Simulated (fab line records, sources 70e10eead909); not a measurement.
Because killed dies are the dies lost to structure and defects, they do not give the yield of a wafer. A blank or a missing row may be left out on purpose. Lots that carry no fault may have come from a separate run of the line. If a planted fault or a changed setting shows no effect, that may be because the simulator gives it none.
A single fault, viewed from 2 desks    flow nand-harc    numbers are kept per desk, each desk with only its own; the story behind them comes last

## THE TOOL OWNER'S DESK: pecvd-01
The tool's own readings at NHARC_A_DECK1_JOINT_DEP_16 (deposits SiO2, target thk 45 nm): means of the sampled wafers that have a number, for each lot that ran on this tool. Marked OUT: a lot whose mean sits more than 4 standard deviations from the usual mean, which makes it out of limits; the brackets give that distance.
Columns: A = flow-sccm at NHARC_A_DECK1_JOINT_DEP_16, usual 2648 sccm; B = heater-power-w at NHARC_A_DECK1_JOINT_DEP_16, usual 529 W; C = rf-fwd-power-W at NHARC_A_DECK1_JOINT_DEP_16, usual 896.0 W; D = showerhead-vpp-V at NHARC_A_DECK1_JOINT_DEP_16, usual 1848 V; E = throttle-valve-pct at NHARC_A_DECK1_JOINT_DEP_16, usual 15.8 %
lot   first seen here  A     B    C                         D     E
L182  day 13 01:05     2649  618  894.9                     1954  16.2
L199  day 19 19:38     2648  492  1257.1 (+99 or more) OUT  2300  16.4
L200  day 19 19:50     2646  426  1256.8 (+99 or more) OUT  2200  16.6
L201  day 20 13:38     2644  474  1256.2 (+99 or more) OUT  2203  16.7
This desk's finding: out of limits on L199, L200, L201; first on L199, day 19 19:38 (rf-fwd-power-W at NHARC_A_DECK1_JOINT_DEP_16). Within limits: L182.

## THE METROLOGY DESK
What the gauges read, lot by lot, whatever tool the lot ran on: means of the sampled wafers that have a number. Marked OUT: a lot whose mean sits more than 4 standard deviations from the usual mean, which makes it out of limits; the brackets give that distance.
Columns: A = thk-nm at NHARC_A_DECK1_JOINT_THK_MEAS_17, usual 44.8 nm; B = thk-nm at NHARC_A_ONON_D2_THK_MEAS_08, usual 999 nm
lot   first seen here  A                B
L182  day 13 01:22     45.5             987
L186  day 14 08:23     44.2             990
L189  day 15 02:40     44.6             993
L190  day 15 21:01     44.8             1009
L191  day 16 14:28     43.2             1015
L192  day 16 16:57     44.4             1003
L199  day 19 19:55     49.1             999
L200  day 19 20:05     49.8 (+4.6) OUT  1006
L201  day 20 13:55     48.5             1003
L202  day 20 23:37     44.4             986
L203  day 21 16:46     45.2             1000
L205  day 21 16:55     45.1             1006
This desk's finding: out of limits on L200; first on L200, day 19 20:05 (thk-nm at NHARC_A_DECK1_JOINT_THK_MEAS_17). Within limits: L182, L186, L189, L190, L191, L192, L199, L201, L202, L203, L205.

## PUT TOGETHER
At day 19 19:38, on L199, L200, L201, the tool owner's desk was in a position to raise an alarm.
Metrology desk: alarm possible at day 19 20:05 on L200.
The metrology desk holds a record of L199, L201, inside its limits.
On pecvd-01, each named lot ran NHARC_A_DECK1_JOINT_DEP_16.

## WHAT THE SIMULATOR PUT IN
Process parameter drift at NHARC_A_DECK1_JOINT_DEP_16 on pecvd-01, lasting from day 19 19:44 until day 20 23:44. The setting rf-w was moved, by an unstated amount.
Struck lots among those shown: L199, L200, L201.
